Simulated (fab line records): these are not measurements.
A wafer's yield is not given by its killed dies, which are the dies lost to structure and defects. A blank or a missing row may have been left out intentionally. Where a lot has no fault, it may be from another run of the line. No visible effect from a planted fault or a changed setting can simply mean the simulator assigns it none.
Matching of chambers ; flow nandHarc ; NHARC_A_CONTACT_DEP_24 on pecvd-04 has 3 sister chambers
The step deposits SiO2, target thk 500 nm. 3 wafers are shown with their chamber, then 7 later ones without.

WAFERS WITH THEIR CHAMBER
wafer;chamber;throttleValvePct (%)
L317.6;0;15.3
L326.1;2;16.7
L326.2;1;16.3

WAFERS WITH NO CHAMBER GIVEN
wafer;throttleValvePct (%)
L326.6;16.5
L322.1;16.7
L322.3;15.7
L322.5;16.1
L333.1;16.8
L333.2;16.4
L333.6;15.1

WHICH CHAMBER EACH WENT THROUGH
wafer;from the rows above;in truth
L326.6;can't be placed: 1 or 2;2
L322.1;can't be placed: 2 or 1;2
L322.3;can't be placed: 0 or 1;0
L322.5;can't be placed: 1 or 2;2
L333.1;can't be placed: 2 or 1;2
L333.2;can't be placed: 1 or 2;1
L333.6;0;0
Correctly placed: 1 of 7. Not placeable from these rows: 6 (in 6, the candidates include the true chamber). 0 placed wrongly.
How it was worked out, from the rows above alone: a wafer's distance from a chamber is the root of the sum, over the readings, of the square of ((its reading less the chamber's mean) divided by the reading's scatter). The wafer belongs to the nearest chamber; if the next one is less than 2 further off, it can't be placed. For every chamber, the mean is computed from those of its wafers that are shown. The scatter: with one shown wafer a chamber, the root of the mean of the squares of how far each hidden wafer lies from its nearest shown one.
